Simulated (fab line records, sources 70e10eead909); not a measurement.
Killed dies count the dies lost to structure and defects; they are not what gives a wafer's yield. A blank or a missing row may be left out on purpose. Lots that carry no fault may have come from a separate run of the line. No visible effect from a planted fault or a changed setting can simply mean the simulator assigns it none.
3 desks, one fault    flow nandHarc    numbers are kept per desk, each desk with only its own; the story behind them comes last

## DESK OF THE TOOL OWNER: pecvdOnon-03
The tool's own readings at NHARC_A_ONON_D1_DEP_09 (target thk 1000 nm): means of the sampled wafers that have a number, for each lot that ran on this tool. Marked OUT: a lot whose mean sits more than 4 standard deviations from the usual mean, which makes it out of limits; the brackets give that distance.
Columns: A = n2FlowSccm at NHARC_A_ONON_D1_DEP_09, usual 2749 sccm
lot   first seen here  A
L396  day 8 17:19      2756
L400  day 10 09:50     2748
L401  day 11 02:59     2756
L402  day 11 11:46     2751
L404  day 12 08:57     2760
L407  day 13 01:52     2744
L409  day 13 18:06     2739
L411  day 14 15:44     2748
L412  day 15 04:48     2752
Finding of this desk: none of the 9 lots has anything out of limits.

## METROLOGY DESK
What the gauges read for every lot (on any tool): the sampled wafers with a number, averaged. Marked OUT: a lot whose mean sits more than 4 standard deviations from the usual mean, which makes it out of limits; the brackets give that distance.
Columns: A = thkNm at NHARC_A_ONON_D1_THK_MEAS_05, usual 999 nm; B = thkNm at NHARC_A_ONON_D1_THK_MEAS_08, usual 999 nm; C = thkNm at NHARC_A_ONON_D1_THK_MEAS_11, usual 994 nm
lot   first seen here  A     B     C
L394  day 7 23:47      1003  1008  1016
L395  day 7 23:49      994   992   1002
L396  day 8 16:41      995   1022  980
L397  day 9 01:55      1002  1000  997
L399  day 9 16:56      991   1007  962
L400  day 10 09:12     1005  1011  991
L401  day 11 02:14     1003  994   996
L402  day 11 11:01     1019  991   970
L403  day 11 11:03     1008  998   1005
L404  day 12 08:20     994   1000  999
L407  day 13 01:08     987   989   1008
L409  day 13 17:20     995   979   824 (-12) OUT
L411  day 14 15:02     1008  985   704 (-21) OUT
L412  day 15 04:01     1005  1007  746 (-18) OUT
This desk's finding: out of limits on L409, L411, L412; first on L409, day 13 18:29 (thkNm at NHARC_A_ONON_D1_THK_MEAS_11). Within limits: L394, L395, L396, L397, L399, L400, L401, L402, L403, L404, L407.

## THE DEFECT DESK
Lot by lot, what the route's inspections counted, given as the mean of those sampled wafers with a number. Marked OUT: a lot whose mean sits more than 4 standard deviations from the usual mean, which makes it out of limits; the brackets give that distance.
Columns: A = rawDefectCount at NHARC_A_ZERO_WELL_INSPECT_17, usual 12
lot   first seen here  A
L394  day 6 23:56      14
L395  day 7 03:32      11
L396  day 7 17:16      26
L397  day 8 05:00      9
L399  day 8 19:39      9
L400  day 9 10:04      6
L401  day 10 05:11     7
L402  day 10 14:01     12
L403  day 10 15:37     11
L404  day 11 11:11     16
L407  day 12 03:41     9
L409  day 12 20:10     9
L411  day 13 19:19     8
L412  day 14 03:51     10
Finding of this desk: none of the 14 lots has anything out of limits.

## PUT TOGETHER
Metrology desk: alarm possible at day 13 18:29 on L409, L411, L412.
The desk of the tool owner found nothing out of limits.
Nothing the defect desk looked at was out of limits.
Tool owner's desk: L409, L411, L412 on record, inside its limits.
The defect desk has L409, L411, L412 on record, within its limits.
All the named lots went through NHARC_A_ONON_D1_DEP_09 on pecvdOnon-03.

## WHAT THE SIMULATOR HAD PUT IN
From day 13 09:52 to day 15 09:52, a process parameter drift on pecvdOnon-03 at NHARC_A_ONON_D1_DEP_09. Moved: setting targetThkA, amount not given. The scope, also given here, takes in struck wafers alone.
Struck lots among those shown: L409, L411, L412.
Time in hours between the start of the fault and the first out-of-limits reading at each desk: metrology desk, 9.
